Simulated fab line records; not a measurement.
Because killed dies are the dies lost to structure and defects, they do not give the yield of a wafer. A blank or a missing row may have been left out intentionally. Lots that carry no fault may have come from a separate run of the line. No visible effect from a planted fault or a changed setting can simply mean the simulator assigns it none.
Matching of chambers ; flow n5-finfet ; rie-diel-05 running N5_BEOL_M4_VIA_ETCH_34: 4 sister chambers
The step etches the open film in C4F6/O2, target depth 69.4 nm, time 65.9 s. 8 wafers are shown with their chamber, then 8 later ones without.

## EACH WAFER AND ITS CHAMBER
wafer;chamber;showerhead-plenum-p-Torr (Torr);throttle-valve-pct (%)
L078.6;2;3.04;30.52
L083.3;3;2.79;30.46
L085.4;2;3.03;30.56
L085.6;0;2.96;30.87
L089.3;1;2.68;30.55
L089.4;0;2.96;30.87
L089.6;1;2.68;30.54
L090.2;3;2.79;30.48

## WAFERS MISSING THEIR CHAMBER
wafer;showerhead-plenum-p-Torr (Torr);throttle-valve-pct (%)
L090.4;2.68;30.53
L090.6;2.96;30.87
L092.2;2.96;30.88
L092.4;3.02;30.55
L092.6;3.02;30.54
L094.1;2.68;30.55
L094.2;2.95;30.88
L094.6;2.68;30.58

## CHAMBER TAKEN BY EACH
wafer;from the rows above;in truth
L090.4;1;1
L090.6;0;0
L092.2;0;0
L092.4;2;2
L092.6;2;2
L094.1;1;1
L094.2;0;0
L094.6;1;1
Placed correctly: 8 of 8. From these rows, 0 cannot be placed. Placed wrongly: 0.
How it was worked out, from the rows above alone: a wafer's distance from a chamber is the root of the sum, over the readings, of the square of ((its reading less the chamber's mean) divided by the reading's scatter). If the next closest chamber is less than 2 further off than the closest, the wafer can't be placed; otherwise it belongs to the closest. The mean given for a chamber averages the wafers shown for that chamber. How the scatter is found: for the shown wafers, subtract from each reading the mean of its chamber, square and add these, divide the total by (wafers less chambers), then take the root.
